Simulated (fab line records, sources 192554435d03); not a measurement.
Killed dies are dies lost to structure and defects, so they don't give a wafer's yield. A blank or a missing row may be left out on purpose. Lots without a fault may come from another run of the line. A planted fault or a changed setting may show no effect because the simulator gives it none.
Which tool did it? | flow n5_finfet | 10 lots, 30 wafers sampled, at 6 steps of a route of 1938

WHAT THE GAUGES READ, wafer by wafer
N5_BEOL_M6_INSPECT_58: inspects for defects (darkfield).
lot  | measured     | on                | raw_defect_count
L428 | day 9 20:52  | defect_inspect-01 | 51 54 77
L429 | day 10 00:26 | defect_inspect-01 | 71 69 60
L432 | day 10 14:25 | defect_inspect-02 | 64 57 57
L433 | day 10 15:06 | defect_inspect-02 | 661 669 642
L434 | day 11 02:46 | defect_inspect-02 | 686 621 686
L437 | day 12 01:41 | defect_inspect-01 | 570 538 591
L443 | day 13 11:32 | defect_inspect-01 | 53 39 39
L445 | day 13 21:41 | defect_inspect-01 | 90 80 58
L446 | day 14 10:56 | defect_inspect-01 | 44 42 41
L448 | day 14 16:53 | defect_inspect-02 | 78 53 34

N5_BEOL_M7_THK_MEAS_01.
lot  | measured     | on            | M7_ILD_THK (nm)
L428 | day 9 21:31  | film_metro-02 | 155.0 153.1 156.5
L429 | day 10 01:02 | film_metro-02 | 154.7 156.8 157.5
L432 | day 10 15:11 | film_metro-02 | 154.7 156.9 157.1
L433 | day 10 15:43 | film_metro-02 | 153.2 151.5 155.4
L434 | day 11 03:52 | film_metro-02 | 153.6 150.6 154.4
L437 | day 12 02:17 | film_metro-02 | 154.3 153.9 155.7
L443 | day 13 12:22 | film_metro-01 | 153.0 155.1 155.4
L445 | day 13 22:19 | film_metro-01 | 153.6 152.4 156.0
L446 | day 14 11:33 | film_metro-02 | 152.2 154.4 154.0
L448 | day 14 18:06 | film_metro-02 | 152.7 153.3 153.3

N5_BEOL_M7_INSPECT_13: inspects for defects (brightfield).
lot  | measured     | on                | raw_defect_count
L428 | day 9 22:53  | defect_inspect-01 | 390 410 399
L429 | day 10 02:46 | defect_inspect-02 | 465 487 458
L432 | day 10 16:35 | defect_inspect-01 | 306 346 420
L433 | day 10 16:47 | defect_inspect-02 | 993 1006 935
L434 | day 11 04:37 | defect_inspect-01 | 1115 1011 1096
L437 | day 12 04:20 | defect_inspect-01 | 826 708 1036
L443 | day 13 14:22 | defect_inspect-01 | 285 326 312
L445 | day 14 00:30 | defect_inspect-01 | 378 451 378
L446 | day 14 13:44 | defect_inspect-01 | 356 491 345
L448 | day 14 19:13 | defect_inspect-01 | 288 257 258

WHICH TOOL RAN EACH LOT (tool, then ch and the chambers of the sampled wafers, then the start)
lot  | N5_BEOL_M6_STRIP_80                           | N5_BEOL_M6_ALD_77                   | N5_BEOL_M6_PRE_CLEAN_55
L428 | rie_diel-06 ch 0,2, day 9 18:43 or earlier    | ald_metal-01 ch 0,1,2, day 9 18:43  | pecvd-04 ch 0,1,2, day 9 20:45
L429 | rie_diel-05 ch 2,3, day 9 22:39 or earlier    | ald_metal-03 ch 0,1, day 9 22:39    | pecvd-02 ch 1,2, day 10 00:19
L432 | rie_diel-01 ch 0,2,3, day 10 12:36 or earlier | ald_metal-04 ch 0,1, day 10 12:36   | pecvd-04 ch 0,2, day 10 14:17
L433 | rie_diel-01 ch 0,3, day 10 13:29 or earlier   | ald_metal-01 ch 1,2, day 10 13:29   | pecvd-04 ch 1,2, day 10 14:59
L434 | rie_diel-05 ch 1,2,3, day 11 01:04 or earlier | ald_metal-03 ch 0,1,2, day 11 01:04 | pecvd-04 ch 0,1, day 11 02:39
L437 | rie_diel-05 ch 0,1,2, day 11 22:34 or earlier | ald_metal-01 ch 0,1,2, day 11 22:34 | pecvd-04 ch 0,1,2, day 12 01:34
L443 | rie_diel-06 ch 0,1,2, day 13 09:23 or earlier | ald_metal-04 ch 0,1,3, day 13 09:23 | pecvd-03 ch 1,2, day 13 11:23
L445 | rie_diel-06 ch 1,2, day 13 17:51 or earlier   | ald_metal-04 ch 2,3, day 13 17:51   | pecvd-03 ch 1,2, day 13 21:32
L446 | rie_diel-01 ch 0,1,2, day 14 08:44 or earlier | ald_metal-04 ch 1,2,3, day 14 08:44 | pecvd-02 ch 0,1, day 14 10:49
L448 | rie_diel-06 ch 0,1, day 14 14:17 or earlier   | ald_metal-04 ch 1,2,3, day 14 14:17 | pecvd-02 ch 0,2, day 14 16:46
- N5_BEOL_M6_STRIP_80: strips in N2/H2, time 10 s.
- N5_BEOL_M6_ALD_77: deposits TaN, target thk 2 nm, pulse time 2 s, purge time 3 s.
- N5_BEOL_M6_PRE_CLEAN_55: time 15 s.

WHAT THE TOOLS THEMSELVES READ (means of the sampled wafers that have a number; where no wafer has one, the mark that the record gives instead)
N5_BEOL_M6_STRIP_80.
lot  | tool        | chamber_pressure_mTorr (mTorr) | drypump_motor_current_A (A) | oes_product_au (a.u.) | rf_vpp_V (V) | showerhead_plenum_p_Torr (Torr) | throttle_valve_pct (%)
L428 | rie_diel-06 | 20.000                         | 5.5                         | 0.79                  | 59.2         | 2.52                            | 23.53
L429 | rie_diel-05 | 19.965                         | 5.3                         | 0.73                  | 59.8         | 2.64                            | 23.61
L432 | rie_diel-01 | 19.983                         | 5.5                         | 0.76                  | 59.3         | 2.56                            | 23.75
L433 | rie_diel-01 | 20.007                         | 5.2                         | 0.75                  | 59.2         | 2.55                            | 23.76
L434 | rie_diel-05 | 20.007                         | 5.5                         | 0.76                  | 59.9         | 2.65                            | 23.65
L437 | rie_diel-05 | 19.983                         | 5.8                         | 0.80                  | 58.7         | 2.59                            | 23.75
L443 | rie_diel-06 | 20.001                         | 5.6                         | 0.82                  | 58.8         | 2.52                            | 23.37
L445 | rie_diel-06 | 19.994                         | 5.6                         | 0.79                  | 58.8         | 2.53                            | 23.27
L446 | rie_diel-01 | 19.989                         | 5.7                         | 0.77                  | 59.7         | 2.51                            | 23.66
L448 | rie_diel-06 | 20.019                         | 5.0                         | 0.77                  | 59.3         | 2.48                            | 23.53

N5_BEOL_M6_ALD_77.
lot  | tool         | heater_power_w (W)
L428 | ald_metal-01 | 443
L429 | ald_metal-03 | 372
L432 | ald_metal-04 | 413
L433 | ald_metal-01 | 403
L434 | ald_metal-03 | 410
L437 | ald_metal-01 | 440
L443 | ald_metal-04 | 438
L445 | ald_metal-04 | 452
L446 | ald_metal-04 | 423
L448 | ald_metal-04 | 419

THE ANSWER, worked out from the rows above alone
Rule: what is usual is taken from the lots themselves. Put in order of their means at a reading, lots are off if they are a third of the lots or fewer, leave a main group of 4 or more, and stand apart from it by a gap of 3 or more times the standard deviation of the main group's means; of several such gaps the widest counts. A main group whose means are all the same, to the digits that the tables above print for the reading, isn't used. A lot without any number at a reading at which 4 lots or more have one is off too. The other lots that the step has rows for count as sound. The gauges are gone through in route order, then the tools' own readings, and for those a lot's mean is taken as printed above. The first step at which some lot is off is used, and at that step the reading that is off furthest; a lot without a number counts as furthest.
Off: L433, L434, L437, at N5_BEOL_M6_INSPECT_58 (raw_defect_count). The main group: mean 58, standard deviation 11.
A tool fits if, at a process step before that reading, it ran every lot that is off, and no sound lot after the first of them. The gauges at N5_BEOL_M6_INSPECT_58 are tried like those tools. N5_BEOL_M6_STRIP_80 gives no start for some lots, so the hours and the order of its lots are those of N5_BEOL_M6_ALD_77. One fits: pecvd-04 at N5_BEOL_M6_PRE_CLEAN_55. Its last sound lot is L432 (day 10 14:17), its first lot that is off L433 (day 10 14:59): a fault that began between those two fits.

WHAT THE SIMULATOR HAD PUT IN
Chamber particle source: pecvd-04, from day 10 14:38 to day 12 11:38, at N5_BEOL_M6_PRE_CLEAN_55. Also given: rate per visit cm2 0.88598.
Lots struck among those shown: L433, L434, L437. The rule above found the same.
